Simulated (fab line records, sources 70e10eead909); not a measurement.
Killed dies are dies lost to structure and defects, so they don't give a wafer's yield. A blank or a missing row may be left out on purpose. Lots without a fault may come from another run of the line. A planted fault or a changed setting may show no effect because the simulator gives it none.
One fault seen from 2 desks | flow nand_harc | each desk has only its own numbers; what lay behind them comes last

THE TOOL OWNER'S DESK: rie_diel-04
The tool's own readings at NHARC_A_SLIT_ETCH_29 (etches the open film in CF4/O2, target depth 100 nm, overetch 10 nm, time 55 s): means of the sampled wafers that have a number, for each lot that ran on this tool. A lot is out of limits, marked OUT, if its mean lies more than 4 standard deviations from the usual mean; the brackets give that distance.
Columns: A = drypump_motor_current_A at NHARC_A_SLIT_ETCH_29, usual 5.8 A; B = oes_product_au at NHARC_A_SLIT_ETCH_29, usual 0.997 a.u.; C = rf_vpp_V at NHARC_A_SLIT_ETCH_29, usual 198.0 V; D = showerhead_plenum_p_Torr at NHARC_A_SLIT_ETCH_29, usual 1.34 Torr; E = throttle_valve_pct at NHARC_A_SLIT_ETCH_29, usual 13.398 %
lot  | first seen here | A   | B     | C     | D    | E
L719 | day 23 18:43    | 5.6 | 1.003 | 197.9 | 1.31 | 13.391
L718 | day 23 21:35    | 5.9 | 0.998 | 198.8 | 1.35 | 13.404
L728 | day 27 21:23    | 5.9 | 1.002 | 198.0 | 1.31 | 13.408
L730 | day 28 19:07    | 5.6 | 0.990 | 197.8 | 1.30 | 13.406
L732 | day 28 23:17    | 5.8 | 0.996 | 197.3 | 1.32 | 13.397
This desk's finding: nothing out of limits on any of the 5 lots.

THE DEFECT DESK
What the inspections along the route counted, lot by lot: means of the sampled wafers that have a number. A lot is out of limits, marked OUT, if its mean lies more than 4 standard deviations from the usual mean; the brackets give that distance.
Columns: A = raw_defect_count at NHARC_A_SIN_REMOVE_INSPECT_04, usual 393
lot  | first seen here | A
L710 | day 20 17:20    | 426
L713 | day 21 15:01    | 369
L719 | day 24 00:51    | 941 (+5.9) OUT
L718 | day 24 04:47    | 804 (+4.4) OUT
L725 | day 27 11:11    | 422
L726 | day 27 19:25    | 427
L728 | day 28 04:36    | 323
L729 | day 28 04:36    | 368
L727 | day 28 08:23    | 492
L730 | day 29 02:11    | 367
L732 | day 29 06:29    | 383
This desk's finding: out of limits on L718, L719; first on L719, day 24 00:51 (raw_defect_count at NHARC_A_SIN_REMOVE_INSPECT_04). In limits: L710, L713, L725, L726, L728, L729, L727, L730, L732.

PUT TOGETHER
The defect desk could have raised an alarm at day 24 00:51, on L718, L719.
The tool owner's desk saw nothing out of limits.
The tool owner's desk has L718, L719 on record, within its limits.
Of the lots named, all ran NHARC_A_SLIT_ETCH_29 on rie_diel-04.

WHAT THE SIMULATOR HAD PUT IN
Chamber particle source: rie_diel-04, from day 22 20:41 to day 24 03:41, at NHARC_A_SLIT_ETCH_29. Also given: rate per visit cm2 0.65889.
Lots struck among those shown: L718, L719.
Hours from the fault's start to each desk's first reading out of limits: the defect desk, 28.
